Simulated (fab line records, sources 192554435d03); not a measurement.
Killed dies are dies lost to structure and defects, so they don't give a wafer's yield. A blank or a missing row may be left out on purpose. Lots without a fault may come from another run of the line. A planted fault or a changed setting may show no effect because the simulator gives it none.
One fault seen from 2 desks | flow n5_finfet | each desk has only its own numbers; what lay behind them comes last

THE METROLOGY DESK
What the gauges read, lot by lot, whatever tool the lot ran on: means of the sampled wafers that have a number. A lot is out of limits, marked OUT, if its mean lies more than 4 standard deviations from the usual mean; the brackets give that distance. Of its 11 readings 7 are shown: those that lie furthest out on some lot.
Columns: A = DIBL_N at N5_BEOL_M4_RC_MEAS_101, usual 35.9 mV/V; B = DIBL_P at N5_BEOL_M4_RC_MEAS_101, usual 35.8 mV/V; C = IOFF_N at N5_BEOL_M4_RC_MEAS_101, usual 0.15 nA/um; D = ION_N at N5_BEOL_M4_RC_MEAS_101, usual 672 uA/um; E = ION_P at N5_BEOL_M4_RC_MEAS_101, usual 462 uA/um; F = SS_N at N5_BEOL_M4_RC_MEAS_101, usual 71.5 mV/dec; G = SS_P at N5_BEOL_M4_RC_MEAS_101, usual 73.2 mV/dec
lot  | first seen here | A    | B    | C    | D   | E   | F    | G
L453 | day 6 17:16     | 35.4 | 36.0 | 0.14 | 659 | 466 | 71.0 | 73.5
L456 | day 7 06:00     | 36.7 | 35.2 | 0.15 | 664 | 460 | 71.9 | 73.2
L457 | day 7 21:32     | 33.1 | 33.8 | 0.13 | 663 | 455 | 71.4 | 72.8
L459 | day 7 23:59     | 35.1 | 35.4 | 0.15 | 673 | 459 | 70.7 | 72.8
L460 | day 8 05:39     | 37.5 | 39.4 | 0.20 | 688 | 459 | 72.8 | 74.1
L470 | day 10 21:05    | 36.8 | 36.2 | 0.16 | 680 | 466 | 71.7 | 73.2
L473 | day 12 00:44    | 36.2 | 38.5 | 0.15 | 667 | 457 | 71.7 | 73.3
L474 | day 12 06:31    | 37.3 | 38.3 | 0.17 | 682 | 467 | 71.9 | 74.2
L475 | day 12 16:33    | 36.1 | 35.0 | 0.15 | 682 | 474 | 71.1 | 72.7
This desk's finding: nothing out of limits on any of the 9 lots.

THE TOOL OWNER'S DESK: rie_diel-04
The tool's own readings at N5_BEOL_M2_ETCH_63 (etches SiARC in CF4, target depth 15.6 nm, time 26 s): means of the sampled wafers that have a number, for each lot that ran on this tool. A lot is out of limits, marked OUT, if its mean lies more than 4 standard deviations from the usual mean; the brackets give that distance. Of its 8 readings 7 are shown: the one that was out of limits first, and those that lie furthest out on some lot.
Columns: A = drypump_motor_current_A at N5_BEOL_M2_ETCH_63, usual 5.7 A; B = etch_rf_on_time_s at N5_BEOL_M2_ETCH_63, usual 25.6 s; C = mfc_ar_sccm at N5_BEOL_M2_ETCH_63, usual 100.0 sccm; D = oes_product_au at N5_BEOL_M2_ETCH_63, usual 0.67 a.u.; E = rf_vpp_V at N5_BEOL_M2_ETCH_63, usual 183.8 V; F = showerhead_plenum_p_Torr at N5_BEOL_M2_ETCH_63, usual 2.11 Torr; G = throttle_valve_pct at N5_BEOL_M2_ETCH_63, usual 15.68 %
lot  | first seen here | A   | B               | C     | D    | E     | F    | G
L457 | day 8 00:22     | 5.5 | 25.4            | 99.9  | 0.72 | 183.7 | 2.15 | 15.79
L460 | day 8 08:19     | 5.2 | 26.3            | 99.7  | 0.66 | 184.6 | 2.15 | 15.77
L470 | day 10 22:55    | 5.6 | 22.6 (-4.1) OUT | 100.3 | 0.72 | 183.9 | 2.15 | 15.83
This desk's finding: out of limits on L470; first on L470, day 10 22:55 (etch_rf_on_time_s at N5_BEOL_M2_ETCH_63). In limits: L457, L460.

PUT TOGETHER
The tool owner's desk could have raised an alarm at day 10 22:55, on L470.
The metrology desk saw nothing out of limits.
The metrology desk has L470 on record, within its limits.
Of the lots named, all ran N5_BEOL_M2_ETCH_63 on rie_diel-04.

WHAT THE SIMULATOR HAD PUT IN
Process parameter drift: rie_diel-04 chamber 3, from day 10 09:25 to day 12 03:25, at N5_BEOL_M2_ETCH_63. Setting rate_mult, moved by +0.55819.
Lots struck among those shown: L470.
Hours from the fault's start to each desk's first reading out of limits: the tool owner's desk, 14.
